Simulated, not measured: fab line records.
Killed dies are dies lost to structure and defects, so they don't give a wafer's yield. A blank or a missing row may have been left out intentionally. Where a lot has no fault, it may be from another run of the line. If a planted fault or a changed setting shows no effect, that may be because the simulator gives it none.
Struck lot and sound lot, side by side -- flow nand_harc -- 15 out of 1302 route steps
Sound: wafers L932.2, L932.3, L932.6. Struck: wafer L940.4. (L940.2, L940.3 of the same lot were not struck and are left out.) The cause comes at the end.
Order at every step that has rows: each side's tool, ch and its chambers, its first start. Under that, the readings that differ: sound wafers -- struck wafers -- difference of the means -- sigmas: that difference in standard deviations of wafers without a fault.
alike: readings whose means differ by less than 2 such deviations, and words and numbers that are the same on both sides. not compared: withheld readings, readings that some wafer has no value for, bounds like >300 that may hide the same value, and numbers for which the record gives no deviation and whose values overlap.
The two part at a step that has a row with sigmas, a row that says differs or no value, or rows on one side only. Numbers that have no deviation but don't overlap get no sigmas and don't part them. Lack of a reading on every wafer of one side parts them only where that side has two or more wafers.

first, 8 steps without rows for these wafers: NHARC_A_CONTACT_COAT_34 (time 75 s); NHARC_A_CONTACT_COAT_35 (time 65 s); NHARC_A_CONTACT_COAT_36 (resist thk 90 nm); NHARC_A_CONTACT_SOFTBAKE_37 (time 55 s); NHARC_A_CONTACT_EBR_38; NHARC_A_CONTACT_EXPOSE_39 (exposes mask A CC 3); NHARC_A_CONTACT_PEB_40 (peb time 65 s); NHARC_A_CONTACT_DEVELOP_41 (develop time 35 s).
NHARC_A_CONTACT_CD_MEAS_42: target cd 300 nm.
  sound on cd_sem-02 ch 0, day 23 12:23; struck on cd_sem-02 ch 0, day 27 10:35
  alike: cd_nm
NHARC_A_CONTACT_OVL_MEAS_43:
  sound on overlay-01, day 23 12:28; struck on overlay-01, day 27 10:40
reading,sound,struck,difference,sigmas
overlay_x_nm (nm),-1.0 -0.3 -0.8,1.5,+2.2,+3
  alike: overlay_y_nm
NHARC_A_CONTACT_INSPECT_44:
  sound on defect_inspect-02, day 23 12:31; struck on defect_inspect-02, day 27 10:42
  alike: raw_defect_count
NHARC_A_CONTACT_DESCUM_47: chemistry O2, time 3 s.
  sound on rie_diel-03 ch 0,2, day 23 12:34; struck on rie_diel-03 ch 1, day 27 10:46
  alike: drypump_motor_current_A, oes_product_au, rf_vpp_V, showerhead_plenum_p_Torr, throttle_valve_pct
  not compared: rf_hours_counter_h
NHARC_A_CONTACT_ETCH_48: etches the open film in CF4, target depth 39 nm, time 65 s.
  sound on rie_diel-03 ch 1,2, day 23 12:39; struck on rie_diel-03 ch 0, day 27 10:51
reading,sound,struck,difference,sigmas
oes_product_au (a.u.),1.000 1.010 0.998,0.809,-0.194,-18
  alike: drypump_motor_current_A, rf_vpp_V, showerhead_plenum_p_Torr, throttle_valve_pct
  not compared: rf_hours_counter_h
NHARC_A_CONTACT_ETCH_49: etches the open film in N2/H2, target depth 260 nm, time 475.3 s.
  sound: rie_diel-03 ch 0,2,3; struck: rie_diel-03 ch 2
reading,sound,struck,difference,sigmas
drypump_motor_current_A (A),5.3 6.3 5.4,6.4,+0.7,+2
throttle_valve_pct (%),14.172 14.172 14.167,14.196,+0.026,+3
  alike: oes_product_au, rf_vpp_V, showerhead_plenum_p_Torr
  not compared: rf_hours_counter_h
-- jump in the record: it breaks off in module A_CONTACT and resumes in module END (first step shown: number 1302 of the route), and 3 days separate the struck wafers' starts before and after --
NHARC_END_SORT_01:
  the record has rows for the struck wafers here (prober-01 ch 0, day 30 15:26) and none for the sound ones

## WHERE THEY PART
Earliest at NHARC_A_CONTACT_OVL_MEAS_43; latest, in this record, at NHARC_END_SORT_01.

WHY: what had been put in by the simulator
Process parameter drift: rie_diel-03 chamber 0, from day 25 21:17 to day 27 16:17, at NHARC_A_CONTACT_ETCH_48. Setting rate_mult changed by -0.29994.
